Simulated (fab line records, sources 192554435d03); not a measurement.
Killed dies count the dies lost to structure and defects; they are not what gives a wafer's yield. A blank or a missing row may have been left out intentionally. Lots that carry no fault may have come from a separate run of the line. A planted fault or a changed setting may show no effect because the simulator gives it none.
fab line records ; flow n5Finfet
record: lots: 11; wafers: 30; lastDay: 17
route steps=1938 shown BEOL_M4@1111 TV_LITHO@1883 PASSIVATION@1907
lots that met no fault: taken from a fault-free run of the same line
startH: start of the lot's first displayed wafer, in hours after the record's first day ; waitH: how many hours have passed since the lot's step before this one ; " identical to the entry in the row above ; L1.1+2: one row covering several wafers at once ; - no value, or no start given ; * or withheld: withheld ; < > ~ a bound
route shown NAME@n: a module of which the file shows steps, and the number in the route of the first ; usual: mean and standard deviation over wafers with no fault ; same: alike in all rows ; chamber/n: place in a boat ; sites: per-site readings ; _std_site: standard deviation of those values ; _edge_site: the outer-site mean with the inner-site mean subtracted ; radiusMm: how far each site lies from the wafer's centre ; mask NAME#n: copy n ; behind: the most recent tool/chamber to have shaped the wafer ; hold: cause of the lot's hold/its duration in hours/its outcome ; device: transistor that didn't switch, given as n, p or np ; end of line: tests run on the same wafers once the route is complete ; for a step that has no rows: nothing shown but its recipe ; killed: not the wafer's yield, but the dies lost to structure and defects at the first sort ; map: per-die view of a wafer (x killed, . not killed, _ where there is no die)
set.NAME: the setting that was run; set.NAME@STEP: the one run at that earlier step ; model.NAME: the simulator's own value behind a step, which no gauge read
steps of the route over a sample of lots; a table a step, a row a wafer
services: when a tool's chamber went out of use (startH, in hours from the record's first day, below 0 if earlier), for how many hours, and the reason
== steps ==
step: N5_BEOL_M4_RC_MEAS_101
usual: DIBL_N: 36.3/1.6; DIBL_P: 36.2/2.1; IOFF_N: 0.16/0.031; IOFF_P: 0.21/0.034; ION_N: 673/11; ION_P: 461/7.4; SS_N: 71.6/0.55; SS_P: 73.3/0.66; VT_N: 251/3.2; VT_P: -251/3.5
lot.wafer;tool;chamber;startH;waitH;DIBL_N[mV/V];DIBL_P[mV/V];IOFF_N[nA/um];IOFF_P[nA/um];ION_N[uA/um];ION_P[uA/um];SS_N[mV/dec];SS_P[mV/dec];VT_N[mV];VT_P[mV]
L498.3;prober-02;0;159.98;0.3;36.3;36.0;0.14;0.21;683;471;71.0;73.8;254;-254
L498.5;prober-02;0;159.98;0.3;36.8;36.5;0.14;0.21;665;462;71.5;73.4;253;-253
L498.6;prober-02;0;159.98;0.3;38.4;37.9;0.17;0.25;676;464;71.2;74.0;250;-251
L499.2;prober-02;0;163.25;0.2;33.4;33.4;0.12;0.15;664;452;70.8;72.9;258;-254
L499.6;prober-02;0;163.25;0.2;35.0;36.1;0.15;0.20;661;453;71.6;73.3;249;-251
L502.3;prober-01;0;188.45;0.3;34.0;34.1;0.12;0.20;665;465;70.5;73.1;253;-249
L502.5;prober-01;0;188.45;0.3;35.5;35.7;0.15;0.21;666;461;70.8;73.2;251;-247
L502.6;prober-01;0;188.45;0.3;32.7;32.4;0.11;0.18;669;468;70.6;72.9;256;-252
L504.4;prober-01;0;205.19;0.5;34.9;34.1;0.12;0.17;655;452;70.8;72.7;253;-255
L504.6;prober-01;0;205.19;0.5;36.1;35.5;0.14;0.18;669;454;71.9;72.6;255;-254
L506.4;prober-02;0;206.67;0.5;34.8;35.7;0.14;0.18;652;452;70.9;72.8;247;-252
L506.5;prober-02;0;206.67;0.5;36.3;37.0;0.16;0.19;679;461;71.2;73.4;250;-254
L506.6;prober-02;0;206.67;0.5;37.1;38.3;0.18;0.22;665;455;71.7;74.2;246;-250
L505.2;prober-01;0;209.78;0.2;34.9;32.9;0.12;0.18;653;457;71.0;73.2;255;-252
L505.4;prober-01;0;209.78;0.2;35.7;33.0;0.14;0.19;677;462;70.8;72.8;251;-253
L513.1;prober-02;0;245.44;0.0;37.3;38.7;0.19;0.27;687;475;71.9;73.0;245;-241
L513.4;prober-02;0;245.44;0.0;33.8;33.8;0.12;0.20;680;476;70.7;72.2;252;-248
L513.6;prober-02;0;245.44;0.0;35.9;36.8;0.17;0.24;680;469;71.6;73.1;247;-244
L512.1;prober-02;0;256.65;0.0;36.4;34.9;0.15;0.19;674;457;71.6;72.7;248;-251
L512.4;prober-02;0;256.65;0.0;34.2;32.6;0.12;0.16;643;451;71.2;71.4;255;-251
L512.6;prober-02;0;256.65;0.0;34.8;34.5;0.14;0.19;660;459;70.7;73.0;253;-252
L517.2;prober-01;0;273.49;0.2;36.9;37.1;0.16;0.18;670;454;71.6;73.1;251;-258
L517.3;prober-01;0;273.49;0.2;33.8;33.7;0.11;0.13;662;446;70.9;72.7;256;-262
L517.5;prober-01;0;273.49;0.2;36.6;37.1;0.16;0.17;682;459;71.5;73.2;249;-258
L519.2;prober-01;0;295.65;0.2;34.2;32.7;0.10;0.14;656;455;70.4;71.8;257;-254
L519.3;prober-01;0;295.65;0.2;37.2;37.0;0.15;0.19;667;456;71.2;72.6;251;-253
L519.4;prober-01;0;295.65;0.2;36.9;36.4;0.14;0.19;666;463;71.6;72.9;252;-255
L520.2;prober-01;0;298.01;0.2;37.9;38.5;0.19;0.23;687;466;71.7;74.6;248;-249
L520.3;prober-01;0;298.01;0.2;39.1;41.1;0.23;0.28;697;472;73.3;74.0;245;-248
L520.6;prober-01;0;298.01;0.2;39.1;41.7;0.25;0.29;708;478;72.5;74.3;243;-248
step: N5_PASSIVATION_CD_MEAS_10
recipe: targetCdNm: 3000; landingEnergyEv: 500; detector: seInlens
usual: cdNm: 2999.9/2
same: landingEnergyEv: 500
lot.wafer;tool;chamber;startH;waitH;cdNm
L499.2;cdSem-02;0;248.93;-;2997.4
L499.6;cdSem-02;0;248.93;-;2996.0
L498.3;cdSem-03;0;257.39;-;2998.6
L498.5;cdSem-03;0;257.39;-;2998.8
L498.6;cdSem-03;0;257.39;-;2995.2
L502.3;cdSem-01;0;278.75;-;2999.8
L502.5;cdSem-01;0;278.75;-;3003.8
L502.6;cdSem-01;0;278.75;-;3000.7
L504.4;cdSem-03;0;290.11;-;3002.1
L504.6;cdSem-03;0;290.11;-;2999.6
L506.4;cdSem-02;0;293.79;-;2999.4
L506.5;cdSem-02;0;293.79;-;3000.7
L506.6;cdSem-02;0;293.79;-;2998.1
L505.2;cdSem-01;0;297.60;-;3000.3
L505.4;cdSem-01;0;297.60;-;3001.2
L513.1;cdSem-02;0;335.32;-;2999.3
L513.4;cdSem-02;0;335.32;-;2997.1
L513.6;cdSem-02;0;335.32;-;3000.1
L512.1;cdSem-02;0;343.23;-;3000.5
L512.4;cdSem-02;0;343.23;-;3003.1
L512.6;cdSem-02;0;343.23;-;3001.2
L517.2;cdSem-02;0;352.87;-;2999.8
L517.3;cdSem-02;0;352.87;-;2996.9
L517.5;cdSem-02;0;352.87;-;2999.4
L519.2;cdSem-03;0;381.56;-;2999.3
L519.3;cdSem-03;0;381.56;-;2995.7
L519.4;cdSem-03;0;381.56;-;2999.8
L520.2;cdSem-03;0;392.95;-;3004.7
L520.3;cdSem-03;0;392.95;-;2998.6
L520.6;cdSem-03;0;392.95;-;3004.1
step: N5_PASSIVATION_INSPECT_64
recipe: mode: adi; inspectInstrument: macro
usual: rawDefectCount: 2.1/1.4
lot.wafer;tool;chamber;startH;waitH;rawDefectCount
L499.2;defectInspect-01;-;250.80;0.0;1
L499.6;defectInspect-01;-;250.80;0.0;0
L498.3;defectInspect-02;-;259.30;0.0;3
L498.5;defectInspect-02;-;259.30;0.0;1
L498.6;defectInspect-02;-;259.30;0.0;0
L502.3;defectInspect-01;-;280.65;0.0;1
L502.5;defectInspect-01;-;280.65;0.0;3
L502.6;defectInspect-01;-;280.65;0.0;1
L504.4;defectInspect-01;-;292.16;0.0;2
L504.6;defectInspect-01;-;292.16;0.0;3
L506.4;defectInspect-02;-;295.42;0.0;4
L506.5;defectInspect-02;-;295.42;0.0;1
L506.6;defectInspect-02;-;295.42;0.0;1
L505.2;defectInspect-02;-;299.32;0.0;2
L505.4;defectInspect-02;-;299.32;0.0;2
L513.1;defectInspect-01;-;337.82;0.0;2
L513.4;defectInspect-01;-;337.82;0.0;2
L513.6;defectInspect-01;-;337.82;0.0;5
L512.1;defectInspect-01;-;344.99;0.0;5
L512.4;defectInspect-01;-;344.99;0.0;1
L512.6;defectInspect-01;-;344.99;0.0;1
L517.2;defectInspect-02;-;354.53;0.0;1
L517.3;defectInspect-02;-;354.53;0.0;1
L517.5;defectInspect-02;-;354.53;0.0;4
L519.2;defectInspect-01;-;383.51;0.0;1
L519.3;defectInspect-01;-;383.51;0.0;4
L519.4;defectInspect-01;-;383.51;0.0;4
L520.2;defectInspect-02;-;396.05;0.0;3
L520.3;defectInspect-02;-;396.05;0.0;1
L520.6;defectInspect-02;-;396.05;0.0;0
step: N5_PASSIVATION_AL_ETCH_33
recipe: chemistry: Cl2/BCl3; targetDepthA: 28000; overEtchFrac: 0.15; Cl2_flow_sccm: 180; bcl3FlowSccm: 60; target: Al; stopOn: TaN; timeS: 466.7; ionEnergyEv: 100; pressureMtorr: 10; icpW: 900; biasW: 100
usual: chamberPressureMTorr: 9.999/0.0099; drypumpMotorCurrentA: 5.8/0.4; oesProductAu: 0.69/0.085; throttleValvePct: 34.37/0.28
same: overEtchFrac: 0.15
lot.wafer;tool;chamber;startH;waitH;chamberPressureMTorr;drypumpMotorCurrentA;oesProductAu;rfHoursCounterH;throttleValvePct
L499.2;rieMetal-03;1;250.97;0.1;10.000;5.7;0.79;10;33.85
L499.6;rieMetal-03;1;250.97;0.1;10.005;5.7;0.79;-;33.86
L498.3;rieMetal-01;1;259.89;0.2;9.984;6.5;0.61;-;34.43
L498.5;rieMetal-01;0;259.89;0.2;10.007;5.4;0.79;-;34.18
L498.6;rieMetal-01;1;259.89;0.2;9.986;6.5;0.62;-;34.45
L502.3;rieMetal-03;0;280.90;0.2;10.000;5.8;0.62;-;34.61
L502.5;rieMetal-03;0;280.90;0.2;10.008;5.8;0.63;-;34.63
L502.6;rieMetal-03;1;280.90;0.2;9.998;5.7;0.78;-;33.86
L504.4;rieMetal-01;1;292.41;0.2;10.011;6.5;0.60;-;34.50
L504.6;rieMetal-01;0;292.41;0.2;10.004;5.4;0.75;-;34.26
L506.4;rieMetal-01;0;295.67;0.2;10.006;5.4;0.75;-;34.23
L506.5;rieMetal-01;1;295.67;0.2;10.015;6.5;0.61;-;34.43
L506.6;rieMetal-01;0;295.67;0.2;9.992;5.4;0.76;-;34.24
L505.2;rieMetal-02;0;299.45;0.1;9.997;5.9;0.57;110;34.34
L505.4;rieMetal-02;0;299.45;0.1;10.004;5.9;0.56;-;34.36
L513.1;rieMetal-03;1;338.02;0.1;10.000;5.7;0.75;18;33.89
L513.4;rieMetal-03;1;338.02;0.1;10.018;5.7;0.76;-;33.88
L513.6;rieMetal-03;0;338.02;0.1;9.993;5.7;0.61;-;34.62
L512.1;rieMetal-01;1;345.11;0.1;10.002;6.5;0.59;87;34.49
L512.4;rieMetal-01;0;345.11;0.1;10.010;5.4;0.75;-;34.22
L512.6;rieMetal-01;0;345.11;0.1;9.980;5.4;0.73;-;34.22
L517.2;rieMetal-01;1;354.65;0.1;9.996;6.4;0.59;88;34.50
L517.3;rieMetal-01;1;354.65;0.1;9.994;6.4;0.60;-;34.49
L517.5;rieMetal-01;1;354.65;0.1;9.994;6.5;0.60;-;34.48
L519.2;rieMetal-02;1;383.66;0.1;10.004;5.3;0.67;61;34.58
L519.3;rieMetal-02;1;383.66;0.1;9.986;5.3;0.67;-;34.59
L519.4;rieMetal-02;0;383.66;0.1;9.996;5.9;0.84;-;34.69
L520.2;rieMetal-02;1;396.17;0.1;9.975;5.3;0.65;63;34.63
L520.3;rieMetal-02;0;396.17;0.1;10.018;5.9;0.82;-;34.72
L520.6;rieMetal-02;0;396.17;0.1;10.006;5.8;0.83;-;34.70
step: N5_PASSIVATION_ETCH_59
recipe: chemistry: Cl2/BCl3; target: TaN; targetDepthA: 650; timeS: 34.9; ionEnergyEv: 100; pressureMtorr: 10; icpW: 900; biasW: 100; Cl2_flow_sccm: 60; bcl3FlowSccm: 30
usual: chamberPressureMTorr: 10.001/0.0087; drypumpMotorCurrentA: 5.8/0.4; oesProductAu: 0.77/0.094; throttleValvePct: 21.20/0.28
lot.wafer;tool;chamber;startH;waitH;chamberPressureMTorr;drypumpMotorCurrentA;oesProductAu;rfHoursCounterH;throttleValvePct
L499.2;rieMetal-03;1;251.37;0.3;9.999;5.7;0.88;10;20.70
L499.6;rieMetal-03;1;251.37;0.3;10.017;5.7;0.88;-;20.68
L498.3;rieMetal-01;1;260.19;0.2;10.011;6.5;0.68;-;21.33
L498.5;rieMetal-01;0;260.19;0.2;9.986;5.4;0.84;-;21.05
L498.6;rieMetal-01;1;260.19;0.2;10.011;6.5;0.68;-;21.34
L502.3;rieMetal-03;0;281.20;0.2;9.998;5.8;0.71;-;21.47
L502.5;rieMetal-03;0;281.20;0.2;10.009;5.7;0.70;-;21.44
L502.6;rieMetal-03;1;281.20;0.2;9.970;5.7;0.87;-;20.67
L504.4;rieMetal-01;1;292.71;0.2;10.000;6.5;0.68;-;21.32
L504.6;rieMetal-01;0;292.71;0.2;9.993;5.4;0.83;-;21.03
L506.4;rieMetal-01;0;295.97;0.2;10.007;5.4;0.84;-;21.03
L506.5;rieMetal-01;1;295.97;0.2;10.004;6.5;0.67;-;21.35
L506.6;rieMetal-01;0;295.97;0.2;9.990;5.4;0.84;-;21.01
L505.2;rieMetal-02;0;299.85;0.3;9.987;5.9;0.64;110;21.30
L505.4;rieMetal-02;0;299.85;0.3;9.996;5.9;0.62;-;21.32
L513.1;rieMetal-03;1;338.42;0.3;9.998;5.7;0.86;18;20.68
L513.4;rieMetal-03;1;338.42;0.3;10.010;5.7;0.85;-;20.70
L513.6;rieMetal-03;0;338.42;0.3;9.996;5.8;0.70;-;21.46
L512.1;rieMetal-01;1;345.51;0.3;10.011;6.5;0.47;87;21.86
L512.4;rieMetal-01;0;345.51;0.3;9.995;5.4;0.81;-;21.07
L512.6;rieMetal-01;0;345.51;0.3;10.002;5.4;0.58;-;21.57
L517.2;rieMetal-01;1;355.05;0.3;10.000;6.5;0.46;89;21.87
L517.3;rieMetal-01;1;355.05;0.3;10.002;6.5;0.66;-;21.36
L517.5;rieMetal-01;1;355.05;0.3;10.004;6.5;0.66;-;21.36
L519.2;rieMetal-02;1;384.06;0.3;10.000;5.3;0.72;61;21.48
L519.3;rieMetal-02;1;384.06;0.3;9.996;5.3;0.72;-;21.48
L519.4;rieMetal-02;0;384.06;0.3;9.994;5.9;0.92;-;21.34
L520.2;rieMetal-02;1;396.57;0.3;10.003;5.3;0.72;63;21.47
L520.3;rieMetal-02;0;396.57;0.3;9.989;5.9;0.91;-;21.31
L520.6;rieMetal-02;0;396.57;0.3;10.024;5.9;0.92;-;21.31
step: N5_PASSIVATION_PROBE_49
usual: defectLimitedYield: 91.5/1.5; killed_at_M0_to_M3: 32/9.4; killed_at_M4_up: 12/5.1; killedAtContacts: 11/7.4; killedAtFrontEnd: 41/11; killedAtOther: 3.4/2.5; killedDies: 100/17; killedOnRim: 13/4.4; killedOpen: 65/14; killedShort: 33/7; sort_bin_5_function: 4.9/0.96; sort_bin_6_memory: 3.1/0.7; sort_bin_8_speed: 0.00/0.01; sortNPass: 1080/17; sortYieldPct: 91.5/1.5
same: grossDies: 1180; killedAtBackSide: 0; sort_bin_4_leakage[%]: 0
lot.wafer;tool;chamber;startH;waitH;defectLimitedYield[%];killed_at_M0_to_M3;killed_at_M4_up;killedAtContacts;killedAtFrontEnd;killedAtOther;killedDies;killedOnRim;killedOpen;killedShort;sort_bin_5_function[%];sort_bin_6_memory[%];sort_bin_8_speed[%];sortNPass;sortYieldPct[%]
L512.1;prober-02;-;349.82;0.0;0;35;7;18;51;1069;1180;152;75;34;96.4;3.1;0;0;0
L512.4;prober-02;-;349.97;0.2;90.9;43;8;9;41;6;107;11;59;48;5.1;3.4;0.08;1072;90.8
L512.6;prober-02;-;350.07;0.3;0;38;15;21;34;1072;1180;152;87;23;96.5;3.1;0;0;0
L517.2;prober-01;-;359.84;0.1;0;19;2;8;49;1102;1180;152;51;32;96.6;3.0;0;0;0
L517.3;prober-01;-;359.89;0.1;92.4;38;6;10;34;2;90;16;62;26;4.7;2.5;0;1090;92.4
L517.5;prober-01;-;359.99;0.2;93.9;31;4;5;31;1;72;12;47;25;3.3;2.7;0;1108;93.9
L519.2;prober-02;-;388.78;0.1;92.4;30;16;3;35;6;90;8;70;19;5.1;2.5;0;1090;92.4
L519.3;prober-02;-;388.83;0.1;91.3;44;8;16;31;4;103;14;77;26;5.3;3.1;0;1077;91.3
L519.4;prober-02;-;388.88;0.2;91.7;31;11;7;42;7;98;15;64;26;4.9;2.5;0;1082;91.7
killed by level:class
L512.1 PASSIVATION:areaEtch=1069 FIN_SAQP:geometricParticle:open=17 MOL_CONTACT_COAG:geometricParticle:open=14 BEOL_M1:geometricParticle:open=12 FIN_SAQP:geometricParticle:short=9 GATE_CUT:geometricParticle:short=6 BEOL_M3:geometricParticle:open=6 BEOL_M2:geometricParticle:open=5
L512.4 FIN_SAQP:geometricParticle:short=17 BEOL_M0_SAQP:geometricParticle:open=12 FIN_SAQP:geometricParticle:open=11 BEOL_M0_SAQP:geometricParticle:short=8 BEOL_M3:geometricParticle:open=8 MOL_CONTACT_COAG:geometricParticle:open=6 BEOL_M1:geometricParticle:open=4 PASS1_CAP:geometricParticle:short=4
L512.6 PASSIVATION:areaEtch=1070 MOL_CONTACT_COAG:geometricParticle:open=17 FIN_SAQP:geometricParticle:open=10 BEOL_M0_SAQP:geometricParticle:open=9 BEOL_M2:geometricParticle:open=8 FIN_SAQP:geometricParticle:short=7 BEOL_M3:geometricParticle:open=7 BEOL_M5:geometricParticle:open=6
L517.2 PASSIVATION:areaEtch=1097 STI_FIN_REVEAL:geometricParticle:open=9 GATE_CUT:geometricParticle:short=9 MOL_CONTACT_COAG:geometricParticle:open=8 BEOL_M2:geometricParticle:open=7 FIN_SAQP:geometricParticle:open=6 BEOL_M0_SAQP:geometricParticle:short=6 BEOL_M0_SAQP:geometricParticle:open=5
L517.3 BEOL_M2:geometricParticle:open=15 STI_FIN_REVEAL:geometricParticle:open=8 MOL_CONTACT_COAG:geometricParticle:open=6 BEOL_M1:geometricParticle:open=5 BEOL_M1:geometricParticle:short=5 FIN_SAQP:geometricParticle:short=4 SPACER0:geometricParticle:open=4 GATE_CUT:geometricParticle:short=4
L517.5 FIN_SAQP:geometricParticle:open=8 BEOL_M0_SAQP:geometricParticle:open=8 BEOL_M3:geometricParticle:open=7 BEOL_M2:geometricParticle:open=6 GATE_CUT:geometricParticle:short=5 MOL_CONTACT_COAG:geometricParticle:open=4 FIN_SAQP:geometricParticle:short=3 STI_FIN_REVEAL:geometricParticle:open=3
L519.2 STI_FIN_REVEAL:geometricParticle:open=8 BEOL_M1:geometricParticle:open=8 BEOL_M3:geometricParticle:open=6 BEOL_M4:geometricParticle:open=6 DUMMY_GATE:geometricParticle:open=5 BEOL_M0_SAQP:geometricParticle:open=5 STARTING-WAFER:geometricParticle:open=5 FIN_SAQP:geometricParticle:open=4
L519.3 MOL_CONTACT_COAG:geometricParticle:open=15 BEOL_M0_SAQP:geometricParticle:short=10 BEOL_M3:geometricParticle:open=10 GATE_CUT:geometricParticle:open=7 GATE_CUT:geometricParticle:short=7 BEOL_M1:geometricParticle:open=7 FIN_SAQP:geometricParticle:open=6 BEOL_M0_SAQP:geometricParticle:open=6
L519.4 BEOL_M2:geometricParticle:open=13 STI_FIN_REVEAL:geometricParticle:open=10 BEOL_M3:geometricParticle:open=7 GATE_CUT:geometricParticle:short=6 MOL_CONTACT_COAG:geometricParticle:open=6 BEOL_M0_SAQP:geometricParticle:open=6 BEOL_M4:geometricParticle:open=6 HKMG_FIN:areaEtch=6
== services ==
tool;chamber;startH;hours;kind
rieMetal-02;0;273.31;12.5;repair
rieMetal-03;0;302.78;1.7;repair
rieMetal-02;0;328.19;-;clean
rieMetal-02;0;328.19;13.7;scheduledDown
rieMetal-02;0;328.19;13.7;ventCycle
rieMetal-03;-;374.34;14.6;pm
== key ==
firstSign: step: N5_PASSIVATION_ETCH_59; reading: oesProductAu; direction: down; sigmas: 2.8; usual: 0.77; struck: 0.50
effect: step: N5_PASSIVATION_ETCH_59; reading: throttleValvePct; direction: up; sigmas: 2; usual: *; struck: *
effect: step: N5_PASSIVATION_PROBE_49; reading: killedAtOther; direction: up; sigmas: 99+; usual: 3.4; struck: 1081
moreKillsBornAt: N5_PASSIVATION_ETCH_59@rieMetal-01: 3236
metAt N5_PASSIVATION_ETCH_59
struckLots L512,L517
struckWafers L512.1,L512.6,L517.2
laterRowsLeftOut L512.1,L512.6,L517.2
notActingAt N5_PASSIVATION_CD_MEAS_10,N5_PASSIVATION_INSPECT_64,N5_PASSIVATION_AL_ETCH_33
onsetBetween 295.97 345.51
fault: kind: processParameterDrift; tool: rieMetal-01; chamber: -; onsetH: 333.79; steps: N5_PASSIVATION_ETCH_59; channel: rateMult; offset: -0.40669; shape: step; endH: 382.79; scope: struckWafersOnly
laterRowsLeftOut: the simulator's readings of these wafers behind a module that went badly wrong aren't trusted and aren't shown, but for the sort
